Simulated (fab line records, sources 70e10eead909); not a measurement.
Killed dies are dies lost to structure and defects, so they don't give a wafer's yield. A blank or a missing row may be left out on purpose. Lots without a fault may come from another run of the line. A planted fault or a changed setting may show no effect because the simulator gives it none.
Chamber matching | flow nand_harc | NHARC_A_STAIRCASE_DEP_151 on pecvd-01: 3 sister chambers
The step deposits SiO2, target thk 3800 nm. 18 wafers are shown with their chamber, then 9 later ones without.

WAFERS WITH THEIR CHAMBER
wafer  | chamber | heater_power_w (W)
L075.1 | 2       | 853
L075.2 | 0       | 833
L075.5 | 1       | 672
L078.1 | 0       | 803
L078.2 | 1       | 699
L078.3 | 2       | 797
L079.2 | 1       | 792
L079.4 | 1       | 658
L079.6 | 0       | 701
L087.1 | 1       | 691
L087.2 | 2       | 859
L087.4 | 0       | 711
L090.1 | 2       | 853
L090.3 | 0       | 857
L090.4 | 0       | 694
L092.1 | 0       | 838
L092.4 | 1       | 658
L092.5 | 0       | 713

SIGNATURES (means of the wafers above)
reading        | chamber 0 | chamber 1 | chamber 2 | scatter within a chamber
heater_power_w | 768.75    | 695.00    | 840.50    | 57.6
Rule: a wafer's distance from a chamber is the root of the sum, over the readings, of the square of ((its reading less the chamber's mean) divided by the reading's scatter). The wafer belongs to the nearest chamber; if the next one is less than 2 further off, it can't be placed. The scatter: the root of (the sum of the squares of (reading less its chamber's mean) over the shown wafers, divided by (wafers less chambers)).

WAFERS WITHOUT THEIR CHAMBER
wafer  | heater_power_w (W)
L095.1 | 855
L095.2 | 709
L095.3 | 818
L096.1 | 854
L096.3 | 815
L096.4 | 713
L097.1 | 833
L097.4 | 657
L097.5 | 707

WHICH CHAMBER EACH WENT THROUGH
wafer  | from the rows above          | in truth
L095.1 | can't be placed: 2 or 0      | 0
L095.2 | can't be placed: 1 or 0      | 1
L095.3 | can't be placed: 2 or 0 or 1 | 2
L096.1 | can't be placed: 2 or 0      | 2
L096.3 | can't be placed: 2 or 0 or 1 | 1
L096.4 | can't be placed: 1 or 0 or 2 | 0
L097.1 | can't be placed: 2 or 0      | 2
L097.4 | can't be placed: 1 or 0      | 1
L097.5 | can't be placed: 1 or 0      | 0
Placed correctly: 0 of 9. Can't be placed from these rows: 9 (the true chamber is among the candidates in 9). Placed wrongly: 0.
